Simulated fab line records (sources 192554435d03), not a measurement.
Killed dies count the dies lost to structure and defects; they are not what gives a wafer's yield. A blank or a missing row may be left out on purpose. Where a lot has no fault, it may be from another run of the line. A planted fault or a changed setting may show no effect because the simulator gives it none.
Chamber matching | flow n5-finfet | N5_FIN_SAQP_STRIP_70 on rie-diel-04 has 4 sister chambers
The step strips in N2/H2. 14 wafers are shown with their chamber, then 7 later ones without.

## WAFERS PAIRED WITH THEIR CHAMBERS
wafer  | chamber | drypump-motor-current-A (A) | showerhead-plenum-p-Torr (Torr) | throttle-valve-pct (%)
L076.4 | 2       | 5.2                         | 3.34                            | 18.62
L076.5 | 1       | 5.6                         | 3.31                            | 19.38
L076.6 | 0       | 6.1                         | 3.21                            | 19.08
L077.1 | 1       | 5.6                         | 3.31                            | 19.41
L077.4 | 0       | 6.1                         | 3.21                            | 19.08
L077.6 | 0       | 6.1                         | 3.21                            | 19.09
L082.1 | 3       | 5.1                         | 3.46                            | 19.55
L082.3 | 2       | 5.2                         | 3.33                            | 18.63
L082.6 | 1       | 5.5                         | 3.30                            | 18.97
L083.2 | 2       | 5.2                         | 3.33                            | 18.66
L083.3 | 0       | 6.1                         | 3.20                            | 19.09
L083.4 | 2       | 5.2                         | 3.33                            | 18.65
L087.2 | 2       | 5.2                         | 3.33                            | 18.66
L087.4 | 3       | 5.1                         | 3.46                            | 19.57

SIGNATURES, as means of the wafers listed above
reading                  | chamber 0 | chamber 1 | chamber 2 | chamber 3 | scatter within a chamber
drypump-motor-current-A  | 6.100     | 5.567     | 5.200     | 5.100     | 0.0258
showerhead-plenum-p-Torr | 3.2075    | 3.3067    | 3.3320    | 3.4600    | 0.00471
throttle-valve-pct       | 19.0850   | 19.2533   | 18.6440   | 19.5600   | 0.111
Rule: a wafer's distance from a chamber is the root of the sum, over the readings, of the square of ((its reading less the chamber's mean) divided by the reading's scatter). If the next closest chamber is less than 2 further off than the closest, the wafer can't be placed; otherwise it belongs to the closest. The scatter: take each reading less its chamber's mean, square it, sum over the shown wafers, divide by the number of wafers less the number of chambers, and take the root.

## WAFERS WHOSE CHAMBER IS MISSING
wafer  | drypump-motor-current-A (A) | showerhead-plenum-p-Torr (Torr) | throttle-valve-pct (%)
L087.6 | 6.1                         | 3.19                            | 19.13
L088.2 | 6.1                         | 3.19                            | 19.14
L088.5 | 5.1                         | 3.46                            | 19.59
L088.6 | 6.1                         | 3.19                            | 19.15
L093.1 | 6.1                         | 3.19                            | 19.14
L093.4 | 5.1                         | 3.45                            | 19.60
L093.5 | 5.2                         | 3.32                            | 18.69

## THE CHAMBER EACH PASSED THROUGH
wafer  | from the rows above | in truth
L087.6 | 0                   | 0
L088.2 | 0                   | 0
L088.5 | 3                   | 3
L088.6 | 0                   | 0
L093.1 | 0                   | 0
L093.4 | 3                   | 3
L093.5 | 2                   | 2
Correctly placed: 7 of 7. Number that these rows cannot place: 0. Number placed wrongly: 0.
